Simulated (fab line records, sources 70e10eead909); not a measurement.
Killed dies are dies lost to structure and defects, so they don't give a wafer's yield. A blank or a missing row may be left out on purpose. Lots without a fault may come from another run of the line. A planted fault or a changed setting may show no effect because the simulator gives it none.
Chamber matching | flow nand_harc | NHARC_A_CONTACT_DESCUM_13 on rie_diel-07: 4 sister chambers
The step chemistry O2, time 3 s. 36 wafers are shown with their chamber, then 12 later ones without.

WAFERS WITH THEIR CHAMBER
wafer  | chamber | showerhead_plenum_p_Torr (Torr) | drypump_motor_current_A (A) | throttle_valve_pct (%)
L075.1 | 0       | 1.80                            | 5.7                         | 11.313
L075.2 | 1       | 2.03                            | 5.4                         | 11.315
L075.4 | 1       | 2.03                            | 5.4                         | 11.321
L077.1 | 3       | 2.00                            | 6.8                         | 11.332
L077.2 | 2       | 1.84                            | 5.5                         | 11.305
L077.3 | 0       | 1.80                            | 5.7                         | 11.330
L077.4 | 1       | 2.02                            | 5.4                         | 11.308
L077.5 | 3       | 2.00                            | 6.8                         | 11.308
L077.6 | 2       | 1.84                            | 5.5                         | 11.300
L081.3 | 1       | 2.02                            | 5.4                         | 11.305
L081.4 | 2       | 1.84                            | 5.5                         | 11.294
L081.6 | 1       | 2.02                            | 5.4                         | 11.311
L082.2 | 0       | 1.80                            | 5.7                         | 11.319
L082.3 | 1       | 2.02                            | 5.4                         | 11.316
L082.6 | 3       | 2.00                            | 6.8                         | 11.315
L083.1 | 1       | 2.02                            | 5.4                         | 11.299
L083.2 | 3       | 2.00                            | 6.8                         | 11.313
L083.5 | 3       | 2.00                            | 6.8                         | 11.311
L084.1 | 0       | 1.80                            | 5.8                         | 11.328
L084.2 | 3       | 2.00                            | 6.8                         | 11.314
L084.5 | 1       | 2.02                            | 5.3                         | 11.308
L087.1 | 0       | 1.80                            | 5.7                         | 11.311
L087.2 | 3       | 2.00                            | 6.8                         | 11.308
L087.3 | 2       | 1.84                            | 5.5                         | 11.290
L088.2 | 1       | 2.02                            | 5.4                         | 11.313
L088.3 | 0       | 1.80                            | 5.7                         | 11.321
L088.6 | 2       | 1.84                            | 5.5                         | 11.309
L092.2 | 1       | 2.02                            | 5.4                         | 11.331
L092.4 | 3       | 2.00                            | 6.8                         | 11.312
L092.5 | 1       | 2.02                            | 5.4                         | 11.316
L090.2 | 1       | 2.02                            | 5.4                         | 11.307
L090.3 | 3       | 2.00                            | 6.8                         | 11.320
L090.6 | 0       | 1.80                            | 5.7                         | 11.315
L091.3 | 3       | 2.00                            | 6.8                         | 11.308
L091.4 | 2       | 1.84                            | 5.5                         | 11.312
L091.6 | 0       | 1.80                            | 5.7                         | 11.324

SIGNATURES (means of the wafers above)
reading                  | chamber 0 | chamber 1 | chamber 2 | chamber 3 | scatter within a chamber
showerhead_plenum_p_Torr | 1.8000    | 2.0217    | 1.8400    | 2.0000    | 0.00228
drypump_motor_current_A  | 5.713     | 5.392     | 5.500     | 6.800     | 0.0237
throttle_valve_pct       | 11.32013  | 11.31250  | 11.30167  | 11.31410  | 0.0078
Rule: a wafer's distance from a chamber is the root of the sum, over the readings, of the square of ((its reading less the chamber's mean) divided by the reading's scatter). The wafer belongs to the nearest chamber; if the next one is less than 2 further off, it can't be placed. The scatter: the root of (the sum of the squares of (reading less its chamber's mean) over the shown wafers, divided by (wafers less chambers)).

WAFERS WITHOUT THEIR CHAMBER
wafer  | showerhead_plenum_p_Torr (Torr) | drypump_motor_current_A (A) | throttle_valve_pct (%)
L093.2 | 1.84                            | 5.5                         | 11.315
L093.3 | 2.02                            | 5.4                         | 11.318
L093.5 | 2.00                            | 6.7                         | 11.305
L094.1 | 1.84                            | 5.5                         | 11.308
L094.4 | 2.00                            | 6.8                         | 11.299
L094.6 | 2.00                            | 6.8                         | 11.304
L096.1 | 2.00                            | 6.7                         | 11.301
L096.4 | 1.84                            | 5.5                         | 11.314
L096.6 | 1.84                            | 5.5                         | 11.307
L097.1 | 2.02                            | 5.4                         | 11.312
L097.4 | 1.84                            | 5.5                         | 11.306
L097.6 | 2.00                            | 6.7                         | 11.306

WHICH CHAMBER EACH WENT THROUGH
wafer  | from the rows above | in truth
L093.2 | 2                   | 2
L093.3 | 1                   | 1
L093.5 | 3                   | 3
L094.1 | 2                   | 2
L094.4 | 3                   | 3
L094.6 | 3                   | 3
L096.1 | 3                   | 3
L096.4 | 2                   | 2
L096.6 | 2                   | 2
L097.1 | 1                   | 1
L097.4 | 2                   | 2
L097.6 | 3                   | 3
Placed correctly: 12 of 12. Can't be placed from these rows: 0. Placed wrongly: 0.
